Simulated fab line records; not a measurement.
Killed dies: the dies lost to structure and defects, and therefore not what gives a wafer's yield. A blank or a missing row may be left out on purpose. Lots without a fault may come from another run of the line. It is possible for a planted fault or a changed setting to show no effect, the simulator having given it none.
Chamber matching || flow n5 finfet || N5_BEOL_M0_SAQP_ETCH_102 on rie si-04 has 4 sister chambers
The step etches SiO2 in CF4, target depth 4 nm, time 4.4 s. 20 wafers are shown with their chamber, then 10 later ones without.

== WAFERS PAIRED WITH THEIR CHAMBERS ==
{"wafer": "L074.1", "chamber": 3, "throttle valve pct (%)": 21.55, "drypump motor current A (A)": 5.4, "oes product au (a.u.)": 1.000}
{"wafer": "L074.4", "chamber": 1, "throttle valve pct (%)": 22.27, "drypump motor current A (A)": 5.7, "oes product au (a.u.)": 0.993}
{"wafer": "L074.6", "chamber": 1, "throttle valve pct (%)": 22.27, "drypump motor current A (A)": 5.7, "oes product au (a.u.)": 0.983}
{"wafer": "L080.1", "chamber": 1, "throttle valve pct (%)": 22.26, "drypump motor current A (A)": 5.6, "oes product au (a.u.)": 0.999}
{"wafer": "L080.2", "chamber": 3, "throttle valve pct (%)": 21.56, "drypump motor current A (A)": 5.4, "oes product au (a.u.)": 1.009}
{"wafer": "L080.4", "chamber": 0, "throttle valve pct (%)": 22.16, "drypump motor current A (A)": 5.9, "oes product au (a.u.)": 1.014}
{"wafer": "L081.3", "chamber": 1, "throttle valve pct (%)": 22.27, "drypump motor current A (A)": 5.7, "oes product au (a.u.)": 0.983}
{"wafer": "L081.5", "chamber": 1, "throttle valve pct (%)": 22.26, "drypump motor current A (A)": 5.7, "oes product au (a.u.)": 0.995}
{"wafer": "L081.6", "chamber": 2, "throttle valve pct (%)": 21.46, "drypump motor current A (A)": 5.8, "oes product au (a.u.)": 0.965}
{"wafer": "L083.1", "chamber": 1, "throttle valve pct (%)": 22.27, "drypump motor current A (A)": 5.7, "oes product au (a.u.)": 1.007}
{"wafer": "L083.4", "chamber": 2, "throttle valve pct (%)": 21.46, "drypump motor current A (A)": 5.8, "oes product au (a.u.)": 0.981}
{"wafer": "L083.6", "chamber": 3, "throttle valve pct (%)": 21.55, "drypump motor current A (A)": 5.4, "oes product au (a.u.)": 1.005}
{"wafer": "L084.1", "chamber": 2, "throttle valve pct (%)": 21.47, "drypump motor current A (A)": 5.8, "oes product au (a.u.)": 0.982}
{"wafer": "L084.3", "chamber": 3, "throttle valve pct (%)": 21.56, "drypump motor current A (A)": 5.4, "oes product au (a.u.)": 1.008}
{"wafer": "L084.4", "chamber": 1, "throttle valve pct (%)": 22.26, "drypump motor current A (A)": 5.7, "oes product au (a.u.)": 1.001}
{"wafer": "L085.2", "chamber": 3, "throttle valve pct (%)": 21.55, "drypump motor current A (A)": 5.4, "oes product au (a.u.)": 1.012}
{"wafer": "L085.4", "chamber": 2, "throttle valve pct (%)": 21.45, "drypump motor current A (A)": 5.8, "oes product au (a.u.)": 0.963}
{"wafer": "L085.5", "chamber": 2, "throttle valve pct (%)": 21.46, "drypump motor current A (A)": 5.8, "oes product au (a.u.)": 0.962}
{"wafer": "L086.1", "chamber": 1, "throttle valve pct (%)": 22.27, "drypump motor current A (A)": 5.6, "oes product au (a.u.)": 0.981}
{"wafer": "L086.2", "chamber": 2, "throttle valve pct (%)": 21.45, "drypump motor current A (A)": 5.8, "oes product au (a.u.)": 0.964}

SIGNATURES (means of the wafers above)
{"reading": "throttle valve pct", "chamber 0": 22.1600, "chamber 1": 22.2662, "chamber 2": 21.4583, "chamber 3": 21.5540, "scatter within a chamber": 0.00608}
{"reading": "drypump motor current A", "chamber 0": 5.900, "chamber 1": 5.675, "chamber 2": 5.800, "chamber 3": 5.400, "scatter within a chamber": 0.0306}
{"reading": "oes product au", "chamber 0": 1.01400, "chamber 1": 0.99275, "chamber 2": 0.96950, "chamber 3": 1.00680, "scatter within a chamber": 0.00853}
Rule: for a wafer and a chamber, the distance is found by dividing, reading by reading, the gap between the wafer's reading and the chamber's mean by the reading's scatter, squaring, summing and taking the root. If the next closest chamber is less than 2 further off than the closest, the wafer can't be placed; otherwise it belongs to the closest. The scatter: the root of (the sum of the squares of (reading less its chamber's mean) over the shown wafers, divided by (wafers less chambers)).

== WAFERS WITH NO CHAMBER GIVEN ==
{"wafer": "L086.3", "throttle valve pct (%)": 21.55, "drypump motor current A (A)": 5.4, "oes product au (a.u.)": 1.005}
{"wafer": "L087.2", "throttle valve pct (%)": 22.25, "drypump motor current A (A)": 5.7, "oes product au (a.u.)": 0.989}
{"wafer": "L087.4", "throttle valve pct (%)": 21.45, "drypump motor current A (A)": 5.8, "oes product au (a.u.)": 0.974}
{"wafer": "L087.6", "throttle valve pct (%)": 22.25, "drypump motor current A (A)": 5.7, "oes product au (a.u.)": 0.993}
{"wafer": "L090.1", "throttle valve pct (%)": 22.27, "drypump motor current A (A)": 5.7, "oes product au (a.u.)": 0.992}
{"wafer": "L090.2", "throttle valve pct (%)": 21.56, "drypump motor current A (A)": 5.4, "oes product au (a.u.)": 1.010}
{"wafer": "L090.4", "throttle valve pct (%)": 22.17, "drypump motor current A (A)": 5.9, "oes product au (a.u.)": 1.004}
{"wafer": "L095.1", "throttle valve pct (%)": 21.45, "drypump motor current A (A)": 5.8, "oes product au (a.u.)": 0.980}
{"wafer": "L095.2", "throttle valve pct (%)": 22.26, "drypump motor current A (A)": 5.6, "oes product au (a.u.)": 0.995}
{"wafer": "L095.3", "throttle valve pct (%)": 22.17, "drypump motor current A (A)": 5.9, "oes product au (a.u.)": 1.004}

== CHAMBER TAKEN BY EACH ==
{"wafer": "L086.3", "from the rows above": 3, "in truth": 3}
{"wafer": "L087.2", "from the rows above": 1, "in truth": 1}
{"wafer": "L087.4", "from the rows above": 2, "in truth": 2}
{"wafer": "L087.6", "from the rows above": 1, "in truth": 1}
{"wafer": "L090.1", "from the rows above": 1, "in truth": 1}
{"wafer": "L090.2", "from the rows above": 3, "in truth": 3}
{"wafer": "L090.4", "from the rows above": 0, "in truth": 0}
{"wafer": "L095.1", "from the rows above": 2, "in truth": 2}
{"wafer": "L095.2", "from the rows above": 1, "in truth": 1}
{"wafer": "L095.3", "from the rows above": 0, "in truth": 0}
Correctly placed: 10 of 10. Left unplaced by these rows: 0. Placed wrongly: 0.
